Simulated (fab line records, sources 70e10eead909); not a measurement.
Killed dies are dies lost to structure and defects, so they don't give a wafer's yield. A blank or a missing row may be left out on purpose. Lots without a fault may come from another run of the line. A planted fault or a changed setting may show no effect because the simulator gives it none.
Problem report in the 8D (eight disciplines) form, filled by code | flow nand_harc | the parts of the form that need people (team, actions taken, sign-off) are left out

1. THE PROBLEM
heater_power_total_W at NHARC_A_STAIRCASE_PEB_308 reads a mean of 136.14 W on 4 wafers of 3 lots; wafers without a fault read 123.86 W with a standard deviation of 0.21. That is +58 standard deviations from the usual mean.
The step: peb time 130 s.
First seen on wafer L617.1, day 22 01:29, on litho_track-05. The record holds 38 wafers of 13 lots with a number at this step. Rule for "out", or "out of limits": more than 4 standard deviations from the usual mean. The other wafers with a number count as sound.

2. WHAT IT IS AND WHAT IT IS NOT
question                    | is                             | is not
which readings at this step | heater_power_total_W           | -
which lots                  | L617, L618, L619               | L605, L606, L607, L608, L609, L610, L620, L624, L626, L627
which wafers of those lots  | L617.1, L618.1, L618.5, L619.1 | L617.6, L618.4, L619.2, L619.6
read on which tools         | litho_track-05                 | litho_track-03, litho_track-07
when                        | from day 22 01:29              | up to then (19 sound wafers); but 15 sound wafers of L618, L619, L620, L624, L626, L627 came after

3. SUSPECTS, AND WHAT RULES EACH OUT
Counting: a tool at a process step up to the reading stays a suspect if it ran every lot that is out. Sound lots after the first of them don't rule it out here, since some wafers of a struck lot are sound.
- litho_track-05 at NHARC_A_STAIRCASE_PEB_308 (peb time 130 s): kept. It ran every lot that is out, first L617 (day 22 01:29); its last sound lot up to then is L609 (day 19 08:00). Its own readings are out on those wafers: heater_power_total_W.
Left after counting: litho_track-05 at NHARC_A_STAIRCASE_PEB_308.

4. THE CAUSE (what the simulator had put in)
Process parameter drift: litho_track-05, from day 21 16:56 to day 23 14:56, at NHARC_A_STAIRCASE_PEB_308. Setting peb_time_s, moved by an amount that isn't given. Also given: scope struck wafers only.
Counting left only this tool.

5. THE CHAIN OF EFFECTS, in route order
Each row: a reading whose mean over the struck wafers that have a number lies more than 3 standard deviations from the usual. Only readings for which the record gives a usual standard deviation are gone through. hours: the time from each lot's start at the first step in this table that gives one to its start at this step, as a median over the lots. sigmas: the change in usual standard deviations.
hours | step                      | reading              | usual    | on struck wafers | change | sigmas
0     | NHARC_A_STAIRCASE_PEB_308 | heater_power_total_W | 123.86 W | 136.14           | +12.28 | +58
The process steps in it:
- NHARC_A_STAIRCASE_PEB_308: peb time 130 s.

6. WHAT WOULD HAVE CAUGHT IT SOONER
In this record the first reading out of limits was taken at day 22 01:29, 9 hours after the fault began at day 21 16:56.
